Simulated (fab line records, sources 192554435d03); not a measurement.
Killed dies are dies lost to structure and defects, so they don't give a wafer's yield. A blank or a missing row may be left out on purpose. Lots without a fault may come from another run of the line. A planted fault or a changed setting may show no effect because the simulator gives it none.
Problem report in the 8D (eight disciplines) form, filled by code | flow n5_finfet | the parts of the form that need people (team, actions taken, sign-off) are left out

1. THE PROBLEM
thk_nm at N5_FIN_SAQP_THK_MEAS_07 reads a mean of 30.6 nm on 5 wafers of 3 lots; wafers without a fault read 60.0 nm with a standard deviation of 0.79. That is -37 standard deviations from the usual mean.
First seen on wafer L577.2, day 5 15:53, on film_metro-01. The record holds 26 wafers of 9 lots with a number at this step. Rule for "out", or "out of limits": more than 4 standard deviations from the usual mean. The other wafers with a number count as sound.

2. WHAT IT IS AND WHAT IT IS NOT
question                    | is                                     | is not
which readings at this step | thk_nm                                 | -
which lots                  | L577, L580, L582                       | L564, L567, L568, L570, L572, L585
which wafers of those lots  | L577.2, L577.4, L580.2, L580.4, L582.4 | L577.1, L582.1, L582.6
read on which gauges        | film_metro-01, film_metro-02           | -
when                        | from day 5 15:53                       | up to then (16 sound wafers); but 5 sound wafers of L582, L585 came after

3. SUSPECTS, AND WHAT RULES EACH OUT
Counting: a tool at a process step up to the reading stays a suspect if it ran every lot that is out. Sound lots after the first of them don't rule it out here, since some wafers of a struck lot are sound.
- the gauge at N5_FIN_SAQP_THK_MEAS_07: ruled out. The wafers that are out were read on 2 gauges (film_metro-01, film_metro-02).
- pecvd-01 at N5_FIN_SAQP_PECVD_47 (deposits a-Si from SiH4/He, target thk 45 nm, time 36.3 s): kept. It ran every lot that is out, first L577 (day 5 15:43); its last sound lot up to then is L568 (day 3 08:53).
- pecvd-01 at N5_FIN_SAQP_PECVD_06 (deposits a-Si from SiH4/He, target thk 60 nm, time 48.1 s): kept. It ran every lot that is out, first L577 (day 5 15:47); its last sound lot up to then is L568 (day 3 08:58).
Left after counting: pecvd-01 at N5_FIN_SAQP_PECVD_47, pecvd-01 at N5_FIN_SAQP_PECVD_06.

4. THE CAUSE (what the simulator had put in)
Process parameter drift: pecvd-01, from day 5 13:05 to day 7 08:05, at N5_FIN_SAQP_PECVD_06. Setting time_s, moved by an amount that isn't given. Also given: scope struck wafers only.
Counting left 2 suspects, and this tool is among them.

5. THE CHAIN OF EFFECTS, in route order
Each row: a reading whose mean over the struck wafers that have a number lies more than 3 standard deviations from the usual. Only readings for which the record gives a usual standard deviation are gone through. hours: the time from each lot's start at the first step in this table that gives one to its start at this step, as a median over the lots. sigmas: the change in usual standard deviations.
hours | step                        | reading        | usual      | on struck wafers | change | sigmas
0     | N5_FIN_SAQP_THK_MEAS_07     | thk_nm         | 60.0 nm    | 30.6             | -29.4  | -37
1     | N5_FIN_SAQP_MANDREL_ETCH_22 | oes_product_au | 0.769 a.u. | 0.545            | -0.224 | -16
The process steps in it:
- N5_FIN_SAQP_MANDREL_ETCH_22: etches a-Si in HBr/Cl2, stops on SiNx, target depth 60 nm, bt time 10 s, time 30 s.
Later measuring or inspecting steps at which every struck wafer that the step has a row for has a number for every such reading, and none has moved that far: N5_BEOL_M4_RC_MEAS_101.

6. WHAT WOULD HAVE CAUGHT IT SOONER
In this record the first reading out of limits at a measuring or inspecting step was taken at day 5 15:53, 3 hours after the fault began at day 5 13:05.
Of the tool readings at N5_FIN_SAQP_PECVD_06 for which the record gives a usual standard deviation, none was out on any struck wafer, so an alarm limit of 4 standard deviations on them would not have fired.
Of the lots that are out (3), L580, L582 began N5_FIN_SAQP_PECVD_06 on pecvd-01 after day 5 15:53. A hold on the tool at that time would have spared those 2.
